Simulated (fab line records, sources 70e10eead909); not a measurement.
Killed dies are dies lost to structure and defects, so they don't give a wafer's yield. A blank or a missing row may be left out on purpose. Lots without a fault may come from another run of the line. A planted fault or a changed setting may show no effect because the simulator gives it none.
A struck lot beside a sound one | flow nand_harc | 13 steps out of a route of 1159
Sound: wafers L956.3, L956.5, L956.6. Struck: wafers L953.2, L953.5, L953.6. The cause comes at the end.
At each step with rows: each side's tool, then ch and its chambers, then its first start. Under that, the readings that differ: sound wafers | struck wafers | difference of the means | sigmas: that difference in standard deviations of wafers without a fault.
alike: readings whose means differ by less than 2 such deviations, and words and numbers that are the same on both sides. not compared: withheld readings, readings that some wafer has no value for, bounds like >300 that may hide the same value, and numbers for which the record gives no deviation and whose values overlap.
The two part at a step that has a row with sigmas, a row that says differs or no value, or rows on one side only. Numbers that don't overlap but have no deviation are shown without sigmas and don't part them. A reading that every wafer of one side lacks parts them only if that side has two wafers or more.

NHARC_A_SOURCE_PLATE_THK_MEAS_09: measures by ellipsometry.
  sound on film_metro-01, day 10 14:56; struck on film_metro-01, day 10 03:08
  alike: thk_nm
then, 3 steps without rows for these wafers: NHARC_A_SOURCE_PLATE_PVD_04 (deposits WSi2, target thk 50 nm); NHARC_A_SOURCE_PLATE_CVD_03 (deposits poly-Si, target thk 200 nm, time 4000 s); NHARC_A_SOURCE_PLATE_ANNEAL_05 (time 1800 s).
NHARC_A_SOURCE_PLATE_THK_MEAS_06: measures by ellipsometry.
  sound on film_metro-02, day 11 05:13; struck on film_metro-02, day 10 18:01
  alike: thk_nm
NHARC_A_SOURCE_PLATE_INSPECT_08:
  sound on defect_inspect-01, day 11 05:19; struck on defect_inspect-01, day 10 18:07
  alike: raw_defect_count
then, 1 step without rows for these wafers: NHARC_A_ONON_D1_DEP_00 (target thk 1000 nm).
NHARC_A_ONON_D1_THK_MEAS_02: measures by ellipsometry.
  sound on film_metro-01, day 11 06:09; struck on film_metro-01, day 10 18:41
  alike: thk_nm
then, 1 step without rows for these wafers: NHARC_A_ONON_D1_DEP_03 (target thk 1000 nm).
NHARC_A_ONON_D1_THK_MEAS_05: measures by ellipsometry.
  sound on film_metro-01, day 11 06:52; struck on film_metro-02, day 10 19:22
  reading     | sound       | struck         | difference | sigmas
  thk_nm (nm) | 998 997 998 | 1019 1019 1018 | +21        | +2
NHARC_A_ONON_D1_DEP_06: target thk 1000 nm.
  sound on pecvd_onon-03 ch 0, day 11 07:31; struck on pecvd_onon-04 ch 0, day 10 19:30
  reading              | sound          | struck         | difference | sigmas
  n2o_flow_sccm (sccm) | 1994 1997 2002 | 2408 2407 2407 | +410       | +71
NHARC_A_ONON_D1_THK_MEAS_08: measures by ellipsometry.
  sound on film_metro-01, day 11 07:55; struck on film_metro-02, day 10 19:57
  alike: thk_nm
-- the record jumps here: 12 days lie between the struck wafers' starts before and after (it left off in module A_ONON_D1 and takes up again in module END, whose first step shown is number 1159 of the route) --
NHARC_END_SORT_01:
  sound on prober-02 ch 0, day 23 15:36; struck on prober-02 ch 0, day 22 09:04
  reading             | sound    | struck   | difference | sigmas
  killed_at_array     | 21 16 25 | 45 51 33 | +22        | +2
  killed_at_other     | 1 4 5    | 0 0 0    | -3         | -3
  killed_at_periphery | 4 2 0    | 7 4 9    | +5         | +2
  killed_dies         | 26 22 30 | 52 55 42 | +24        | +2
  alike: killed_open, killed_short

WHERE THEY PART
First at NHARC_A_ONON_D1_THK_MEAS_05; last, within this record, at NHARC_END_SORT_01.

WHY: what the simulator had put in
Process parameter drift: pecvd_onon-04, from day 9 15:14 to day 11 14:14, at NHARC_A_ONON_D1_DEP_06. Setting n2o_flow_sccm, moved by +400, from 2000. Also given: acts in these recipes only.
